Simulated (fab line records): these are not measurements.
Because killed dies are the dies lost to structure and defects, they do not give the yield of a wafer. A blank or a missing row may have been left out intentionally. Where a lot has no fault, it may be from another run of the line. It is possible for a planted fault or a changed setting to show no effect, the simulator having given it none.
What tool caused it?    flow n5 finfet    Sampling: 12 lots, 36 wafers, 3 of 1938 route steps

## WHAT THE GAUGES SHOWED, per wafer
N5_BEOL_M5_THK_MEAS_01.
lot   measured      on             M5_ILD_THK (nm)
L771  day 8 00:04   film metro-02  122.9 123.4 123.9
L773  day 8 22:49   film metro-02  122.3 123.6 124.7
L772  day 9 10:19   film metro-01  122.2 121.5 121.7
L774  day 9 16:17   film metro-01  123.0 122.4 120.6
L776  day 10 11:46  film metro-02  117.7 122.2 121.1
L777  day 10 18:07  film metro-01  120.3 120.7 122.8
L779  day 10 21:37  film metro-02  118.2 121.1 120.4
L785  day 12 12:42  film metro-01  118.3 117.8 120.2
L788  day 13 00:07  film metro-01  119.8 119.9 121.7
L790  day 13 12:15  film metro-02  120.4 121.3 121.4
L791  day 14 06:10  film metro-02  121.3 120.3 118.1
L793  day 14 09:04  film metro-01  117.7 117.4 121.1

N5_BEOL_M5_INSPECT_13: inspects for defects (brightfield).
lot   measured      on                 raw defect count
L771  day 8 01:17   defect inspect-02  388 306 420
L773  day 9 00:03   defect inspect-02  287 320 403
L772  day 9 11:21   defect inspect-02  330 302 375
L774  day 9 17:55   defect inspect-02  443 465 574
L776  day 10 14:56  defect inspect-01  310 334 449
L777  day 10 18:53  defect inspect-01  506 492 571
L779  day 10 23:11  defect inspect-01  401 453 374
L785  day 12 14:36  defect inspect-02  353 348 355
L788  day 13 01:22  defect inspect-02  270 424 344
L790  day 13 13:57  defect inspect-01  251 391 186
L791  day 14 07:50  defect inspect-02  364 475 463
L793  day 14 09:46  defect inspect-01  350 475 440

## WHICH TOOL RAN EACH LOT (tool, then ch and the chambers of the sampled wafers, then the start)
lot   N5_BEOL_M5_CURE_79
L771  uv cure-02 ch 1, day 7 23:34
L773  uv cure-01 ch 2, day 8 22:08
L772  uv cure-02 ch 2, day 9 10:02
L774  uv cure-02 ch 1, day 9 15:46
L776  uv cure-02 ch 2, day 10 11:15
L777  uv cure-02 ch 2, day 10 17:36
L779  uv cure-03 ch 1, day 10 20:56
L785  uv cure-01 ch 0, day 12 12:11
L788  uv cure-01 ch 1, day 12 23:41
L790  uv cure-01 ch 0, day 13 11:49
L791  uv cure-03 ch 0, day 14 05:39
L793  uv cure-02 ch 2, day 14 08:34
- N5_BEOL_M5_CURE_79: cures SiCOH lowk, time 240 s.

## WHAT THE TOOLS THEMSELVES READ (means of the sampled wafers that have a number; where no wafer has one, the mark that the record gives instead)
N5_BEOL_M5_CURE_79.
lot   tool        lamp power pct (%)  wafer_temp_C_max
L771  uv cure-02  52.29               387.8
L773  uv cure-01  52.27               387.5
L772  uv cure-02  52.31               386.8
L774  uv cure-02  52.30               388.0
L776  uv cure-02  52.37               386.6
L777  uv cure-02  52.33               386.8
L779  uv cure-03  52.34               386.1
L785  uv cure-01  52.31               386.3
L788  uv cure-01  52.23               387.1
L790  uv cure-01  52.38               387.0
L791  uv cure-03  52.35               386.8
L793  uv cure-02  52.39               387.6

## THE ANSWER, worked out from the rows above alone
Rule: what is usual is taken from the lots themselves. Put in order of their means at a reading, lots are off if they are a third of the lots or fewer, leave a main group of 4 or more, and stand apart from it by a gap of 3 or more times the standard deviation of the main group's means; of several such gaps the widest counts. The tables above print the reading to a certain number of digits; a main group whose means all agree to those digits is not used. A lot without any number at a reading at which 4 lots or more have one is off too. All remaining lots with rows at the step are treated as sound. After the gauges, taken in route order, come the tools' own readings; for these a lot's mean is taken, as printed above. At the first step where some lot is off, the reading lying furthest off is the one used; lots without a number count as furthest.
Nothing can be told from this: no lot is off at any reading shown.

## WHAT THE SIMULATOR HAD INSERTED
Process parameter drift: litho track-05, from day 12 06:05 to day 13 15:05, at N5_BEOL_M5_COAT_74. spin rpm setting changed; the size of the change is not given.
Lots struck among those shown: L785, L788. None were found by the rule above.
